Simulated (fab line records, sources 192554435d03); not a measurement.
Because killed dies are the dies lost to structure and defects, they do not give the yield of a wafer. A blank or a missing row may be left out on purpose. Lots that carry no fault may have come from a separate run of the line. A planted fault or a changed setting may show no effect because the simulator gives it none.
fab line records	flow n5_finfet
record: lots: 11	wafers: 28	last_day: 18
route steps=1938 shown BEOL_M2@854 BEOL_M4@1111
lots that met no fault: taken from a fault-free run of the same line
start_h: the number of hours between the record's first day and the start of the first shown wafer of the lot	wait_h: time in hours since the lot's previous step	" the same as in the row above	L1.1+2: one row covering several wafers at once	- no value, or no start given	* or withheld: withheld	< > ~ a bound
route shown NAME@n: NAME is a module with steps in the file, n the number in the route of the first one	usual: mean/standard deviation of fault-free wafers	same: alike in all rows	chamber/n: place in a boat	sites: readings site by site	_std_site: standard deviation of those values	_edge_site: inner sites' mean taken away from outer sites' mean	radius_mm: how far each site lies from the wafer's centre	mask NAME#n: copy n	behind: the last tool/chamber to shape the wafer	hold: reason for holding the lot/hours on hold/outcome of the hold	device: which transistor (n, p or np) failed to switch	end of line: at the end of the route, the tests of the same wafers	for a step that has no rows: nothing shown but its recipe	killed: dies lost to structure and defects at the first sort, not the wafer's yield	map: a wafer's dies, marking killed ones x, the rest . and places with no die _
set.NAME: the setting as run; set.NAME@STEP: as run at that earlier step	model.NAME: the simulator's own value behind a step, which no gauge read
one table for each step of the route and one row for each wafer, over a sample of lots
services: the hour from which a tool's chamber was out of use, counted from the record's first day as start_h (under 0 if before that day), plus the number of hours and why
== steps ==
step: N5_BEOL_M2_CD_MEAS_11
recipe: target_cd_nm: 16.79	landing_energy_ev: 500	detector: se_inlens	polarity: opening
usual: cd_nm: 16.85/0.23
lot.wafer	tool	chamber	start_h	wait_h	cd_nm
L233.4	cd_sem-01	0	134.32	-	16.82
L233.6	"	0	"	"	17.29
L234.1	cd_sem-03	0	145.39	-	16.67
L234.2	"	0	"	"	16.54
L234.4	"	0	"	"	16.75
L235.2	cd_sem-03	0	157.77	-	17.33
L235.3	"	0	"	"	17.24
L238.3	cd_sem-03	0	161.42	-	16.97
L238.4	"	0	"	"	16.95
L238.6	"	0	"	"	16.90
L239.1	cd_sem-01	0	164.57	-	16.79
L239.3	"	0	"	"	16.72
L239.4	"	0	"	"	16.78
L240.2	cd_sem-02	0	173.38	-	16.70
L240.3	"	0	"	"	16.82
L240.5	"	0	"	"	17.12
L247.1	cd_sem-02	0	225.09	-	16.59
L247.2	"	0	"	"	16.86
L247.3	"	0	"	"	16.72
L246.2	cd_sem-01	0	227.21	-	16.64
L246.3	"	0	"	"	17.10
L246.6	"	0	"	"	16.53
L250.1	cd_sem-01	0	245.40	-	16.88
L250.4	"	0	"	"	16.68
L252.1	cd_sem-03	0	261.40	-	16.98
L252.6	"	0	"	"	16.77
L256.2	cd_sem-02	0	275.32	-	17.02
L256.4	"	0	"	"	16.98
step: N5_BEOL_M2_STRIP_19
recipe: chemistry: O2	power_w: 400	temp_c: 40	pressure_mtorr: 30	rf_frequency_hz: 6e+07	bias_power_w: 0	overash_fraction: 0.2	o2_flow_sccm: 225
usual: chamber_pressure_mTorr: 30.001/0.027	drypump_motor_current_A: 5.7/0.37	oes_product_au: 0.81/0.095	rf_vpp_V: 3.7/0.47	showerhead_plenum_p_Torr: 2.13/0.061	throttle_valve_pct: 16.64/0.22
lot.wafer	tool	chamber	start_h	wait_h	chamber_pressure_mTorr	drypump_motor_current_A	oes_product_au	rf_hours_counter_h	rf_vpp_V	showerhead_plenum_p_Torr	throttle_valve_pct
L233.4	rie_diel-04	0	134.94	0.1	30.034	5.3	0.67	229	3.3	2.17	17.09
L233.6	"	2	"	"	30.013	5.8	0.83	-	3.7	2.22	16.76
L234.1	rie_diel-06	1	146.02	0.1	30.011	6.5	0.70	244	3.3	2.15	16.69
L234.2	"	2	"	"	30.027	6.4	0.97	2	2.8	2.17	16.47
L234.4	"	0	"	"	29.984	5.3	0.68	198	3.3	1.99	16.77
L235.2	rie_diel-04	1	159.05	0.1	29.955	5.4	0.73	223	3.7	2.16	16.81
L235.3	"	0	"	"	30.016	5.3	0.67	237	4.7	2.17	17.12
L238.3	rie_diel-04	3	161.91	0.1	29.988	5.3	0.73	224	3.6	2.07	16.92
L238.4	"	1	"	"	30.015	5.4	0.72	224	3.7	2.16	16.81
L238.6	"	3	"	"	30.032	5.4	0.72	-	3.8	2.07	16.91
L239.1	rie_diel-05	3	165.81	0.1	30.036	6.2	0.68	228	3.8	2.05	16.81
L239.3	"	0	"	"	29.951	5.3	0.93	9	3.7	2.07	16.56
L239.4	"	2	"	"	29.960	5.6	0.77	118	3.2	2.20	16.64
L240.2	rie_diel-05	1	174.34	0.4	30.041	6.1	0.90	38	3.1	2.15	16.35
L240.3	"	2	"	"	30.042	5.7	0.76	122	3.2	2.20	16.66
L240.5	"	2	"	"	29.993	5.7	0.77	-	3.2	2.20	16.65
L247.1	rie_diel-06	2	225.63	0.1	29.961	6.4	0.88	31	3.5	2.16	16.53
L247.2	"	1	"	"	29.970	6.5	0.93	18	3.2	2.14	16.28
L247.3	"	3	"	"	29.999	5.7	0.87	38	3.2	2.12	16.27
L246.2	rie_diel-06	2	227.76	0.1	30.022	6.4	0.88	32	3.5	2.16	16.53
L246.3	"	3	"	"	29.959	5.7	0.86	39	4.2	2.12	16.28
L246.6	"	3	"	"	30.022	5.7	0.86	-	3.8	2.12	16.26
L250.1	rie_diel-06	1	245.88	0.1	30.022	6.4	0.92	23	3.1	2.14	16.25
L250.4	"	0	"	"	30.011	5.3	0.67	232	3.5	1.98	16.83
L252.1	rie_diel-05	2	262.22	0.3	29.973	5.7	0.74	153	3.2	2.19	16.73
L252.6	"	2	"	"	30.026	5.7	0.75	-	3.1	2.19	16.74
L256.2	rie_diel-04	2	275.81	0.1	29.983	5.9	0.78	146	3.2	2.20	16.86
L256.4	"	0	"	"	29.999	5.4	0.87	-	4.2	2.15	16.64
step: N5_BEOL_M2_INSPECT_30
recipe: mode: adi	inspect_instrument: brightfield
usual: raw_defect_count: 404/82
lot.wafer	tool	chamber	start_h	wait_h	raw_defect_count
L233.4	defect_inspect-02	-	135.42	0.0	375
L233.6	"	-	"	"	342
L234.1	defect_inspect-01	-	146.62	0.1	581
L234.2	"	-	"	"	489
L234.4	"	-	"	"	386
L235.2	defect_inspect-01	-	159.54	0.0	352
L235.3	"	-	"	"	305
L238.3	defect_inspect-02	-	162.51	0.0	434
L238.4	"	-	"	"	450
L238.6	"	-	"	"	431
L239.1	defect_inspect-02	-	166.41	0.1	279
L239.3	"	-	"	"	375
L239.4	"	-	"	"	228
L240.2	defect_inspect-02	-	174.81	0.0	415
L240.3	"	-	"	"	479
L240.5	"	-	"	"	339
L247.1	defect_inspect-01	-	226.11	0.1	548
L247.2	"	-	"	"	444
L247.3	"	-	"	"	405
L246.2	defect_inspect-02	-	228.27	0.0	432
L246.3	"	-	"	"	392
L246.6	"	-	"	"	587
L250.1	defect_inspect-02	-	246.36	0.1	358
L250.4	"	-	"	"	440
L252.1	defect_inspect-01	-	262.70	0.1	628
L252.6	"	-	"	"	643
L256.2	defect_inspect-01	-	276.29	0.0	400
L256.4	"	-	"	"	482
step: N5_BEOL_M2_STRIP_36
recipe: chemistry: N2/H2	power_w: 450	temp_c: 40	pressure_mtorr: 20	rf_frequency_hz: 6e+07	overash_fraction: 0.3	bias_power_w: 7	h2_frac: 0.5	n2_flow_sccm: 200	h2_flow_sccm: 200
usual: chamber_pressure_mTorr: 20.00/0.032	drypump_motor_current_A: 5.8/0.39	oes_product_au: 0.82/0.1	rf_vpp_V: 59.2/1.5	showerhead_plenum_p_Torr: 2.57/0.073	throttle_valve_pct: 23.6/0.35
lot.wafer	tool	chamber	start_h	wait_h	chamber_pressure_mTorr	drypump_motor_current_A	oes_product_au	rf_hours_counter_h	rf_vpp_V	showerhead_plenum_p_Torr	throttle_valve_pct
L233.4	rie_diel-05	1	140.02	0.0	20.02	6.1	0.92	25	60.4	2.59	23.3
L233.6	"	0	"	"	20.02	5.3	0.99	-	60.6	2.52	23.9
L234.1	rie_diel-05	3	149.53	0.0	20.07	6.2	0.68	222	59.2	2.52	24.1
L234.2	"	2	"	"	19.99	5.7	0.80	113	57.9	2.68	23.9
L234.4	"	1	"	"	20.04	6.1	0.91	28	61.7	2.59	23.3
L235.2	rie_diel-06	3	165.08	0.0	20.00	5.7	0.90	16	58.6	2.60	23.3
L235.3	"	0	"	"	20.00	5.4	0.69	204	59.2	2.40	23.4
L238.3	rie_diel-05	2	168.86	0.0	19.97	5.7	0.77	119	58.6	2.68	23.9
L238.4	"	2	"	"	20.02	5.7	0.78	-	60.8	2.68	23.9
L238.6	"	3	"	"	19.95	6.1	0.69	-	61.0	2.52	24.1
L239.1	rie_diel-05	3	171.66	0.0	20.03	6.2	0.69	230	60.3	2.52	24.1
L239.3	"	1	"	"	20.01	6.1	0.90	37	58.5	2.58	23.3
L239.4	"	3	"	"	20.00	6.2	0.67	-	59.9	2.52	24.1
L240.2	rie_diel-05	1	177.49	0.0	20.00	6.1	0.90	38	59.5	2.58	23.3
L240.3	"	3	"	"	20.00	6.1	0.68	232	56.9	2.52	24.1
L240.5	"	0	"	"	19.99	5.4	0.94	-	58.5	2.51	23.9
L247.1	rie_diel-05	1	232.44	0.0	25.97	6.1	0.87	51	58.3	2.58	23.3
L247.2	"	0	"	"	25.99	5.4	0.87	28	58.7	2.50	24.0
L247.3	"	3	"	"	26.01	6.1	0.68	250	59.7	2.51	24.1
L246.2	rie_diel-05	0	246.20	0.0	25.98	5.4	0.88	33	57.7	2.50	23.9
L246.3	"	1	"	"	25.99	6.1	0.87	55	60.4	2.58	23.3
L246.6	"	0	"	"	25.99	5.4	0.87	-	58.7	2.50	24.0
L250.1	rie_diel-06	2	255.31	0.0	20.03	6.4	0.88	39	58.9	2.57	23.2
L250.4	"	0	"	"	20.01	5.4	0.67	234	59.6	2.38	23.5
L252.1	rie_diel-04	1	274.91	0.0	20.02	5.4	0.96	10	58.9	2.62	24.0
L252.6	"	0	"	"	20.02	5.3	0.88	-	61.0	2.57	23.3
L256.2	rie_diel-04	0	281.46	0.0	20.02	5.3	0.88	30	59.2	2.57	23.3
L256.4	"	3	"	"	19.97	5.3	0.99	2	58.1	2.48	23.5
step: N5_BEOL_M4_RC_MEAS_101
usual: DIBL_N: 36.1/2	DIBL_P: 36.3/2.5	IOFF_N: 0.16/0.037	IOFF_P: 0.21/0.039	ION_N: 678/15	ION_P: 465/8.7	SS_N: 71.4/0.7	SS_P: 73.3/0.74	VT_N: 249/3.6	VT_P: -250.0/2.9
lot.wafer	tool	chamber	start_h	wait_h	DIBL_N[mV/V]	DIBL_P[mV/V]	IOFF_N[nA/um]	IOFF_P[nA/um]	ION_N[uA/um]	ION_P[uA/um]	SS_N[mV/dec]	SS_P[mV/dec]	VT_N[mV]	VT_P[mV]
L233.4	prober-01	0	162.15	0.5	35.5	36.4	0.16	0.26	669	475	72.2	73.6	251	-243.3
L233.6	"	0	"	"	33.2	33.5	0.11	0.20	649	462	71.1	72.7	257	-247.6
L234.1	prober-02	0	178.41	0.0	38.3	39.1	0.24	0.29	711	482	71.9	73.6	241	-245.8
L234.2	"	0	"	"	35.3	35.5	0.16	0.22	670	465	71.7	71.8	249	-248.4
L234.4	"	0	"	"	35.2	36.0	0.16	0.23	671	465	71.8	72.8	245	-249.0
L235.2	prober-01	0	191.52	0.2	35.7	35.4	0.14	0.17	675	457	70.6	73.0	254	-255.2
L235.3	"	0	"	"	37.6	37.8	0.18	0.22	674	460	72.1	74.7	249	-249.7
L238.3	prober-02	0	198.11	0.3	36.2	37.4	0.16	0.21	679	463	71.7	73.2	249	-253.5
L238.4	"	0	"	"	34.6	35.8	0.13	0.18	671	466	71.1	72.5	256	-253.8
L238.6	"	0	"	"	37.3	39.0	0.19	0.23	688	467	72.2	74.0	250	-251.7
L239.1	prober-01	0	198.46	0.1	34.8	35.2	0.14	0.18	687	470	71.5	72.7	251	-250.1
L239.3	"	0	"	"	34.5	35.1	0.13	0.17	670	459	71.3	73.1	251	-251.9
L239.4	"	0	"	"	38.4	40.7	0.21	0.27	687	472	72.4	74.3	244	-245.6
L240.2	prober-02	0	199.78	0.2	32.3	30.4	0.09	0.14	653	459	70.1	71.2	257	-253.7
L240.3	"	0	"	"	34.5	33.9	0.12	0.18	666	465	71.4	73.0	251	-250.1
L240.5	"	0	"	"	37.8	38.5	0.17	0.25	672	467	71.9	73.8	248	-247.8
L247.1	prober-01	0	268.83	0.0	38.4	37.4	0.20	0.24	668	460	72.1	74.1	250	-247.2
L247.2	"	0	"	"	33.5	33.7	0.13	0.19	669	463	70.5	73.0	251	-248.7
L247.3	"	0	"	"	37.6	38.1	0.20	0.26	702	478	71.5	74.3	245	-247.0
L246.2	prober-02	0	275.26	0.2	38.2	39.3	0.20	0.22	691	468	72.0	73.3	247	-249.6
L246.3	"	0	"	"	39.7	41.3	0.26	0.26	715	482	72.2	74.2	241	-246.2
L246.6	"	0	"	"	39.1	40.2	0.21	0.24	680	459	72.0	74.2	245	-248.8
L250.1	prober-02	0	299.15	0.0	35.3	36.6	0.15	0.21	654	456	71.2	73.1	252	-249.0
L250.4	"	0	"	"	34.1	34.7	0.14	0.19	674	473	70.5	71.9	251	-250.6
L252.1	prober-02	0	308.27	0.0	34.5	35.3	0.15	0.20	690	476	71.0	72.5	249	-250.5
L252.6	"	0	"	"	34.3	35.2	0.13	0.19	660	453	70.8	72.5	252	-249.1
L256.2	prober-02	0	313.26	0.2	34.2	34.1	0.13	0.18	676	466	70.1	73.3	251	-251.3
L256.4	"	0	"	"	36.9	37.5	0.16	0.23	672	468	71.6	74.1	251	-249.1
== services ==
tool	chamber	start_h	hours	kind
rie_diel-05	0	124.16	-	clean
rie_diel-05	0	124.16	-	consumable_replace:focus_ring
rie_diel-05	0	124.16	14.1	scheduled_down
rie_diel-05	0	124.16	14.1	vent_cycle
rie_diel-06	2	127.08	-	clean
rie_diel-06	2	127.08	-	consumable_replace:focus_ring
rie_diel-06	2	127.08	14.0	scheduled_down
rie_diel-06	2	127.08	14.0	vent_cycle
rie_diel-06	1	163.37	-	clean
rie_diel-06	1	163.37	-	consumable_replace:focus_ring
rie_diel-06	1	163.37	11.2	scheduled_down
rie_diel-06	1	163.37	11.2	vent_cycle
rie_diel-05	0	167.07	5.0	repair
rie_diel-04	2	175.54	3.6	repair
rie_diel-05	1	183.42	12.0	repair
rie_diel-04	0	197.28	-	clean
rie_diel-04	0	197.28	-	consumable_replace:focus_ring
rie_diel-04	0	197.28	12.2	scheduled_down
rie_diel-04	0	197.28	12.2	vent_cycle
rie_diel-05	-	205.16	0.7	repair
rie_diel-05	-	218.37	0.1	repair
rie_diel-05	3	242.46	40.9	repair
rie_diel-04	1	252.29	3.0	repair
rie_diel-06	2	275.94	2.5	repair
== key ==
first_sign: step: N5_BEOL_M2_STRIP_36	reading: chamber_pressure_mTorr	direction: up	sigmas: 99+	usual: *	struck: *
effect none on later readings
met_at N5_BEOL_M2_STRIP_36
struck_lots L246,L247
not_acting_at N5_BEOL_M2_CD_MEAS_11,N5_BEOL_M2_STRIP_19,N5_BEOL_M2_INSPECT_30
onset_between 177.49 232.44
fault: kind: process_parameter_drift	tool: rie_diel-05	chamber: -	onset_h: 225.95	steps: N5_BEOL_M2_STRIP_36	channel: pressure_mtorr	offset: *	shape: step	end_h: 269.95	acts_in: *	stated: *
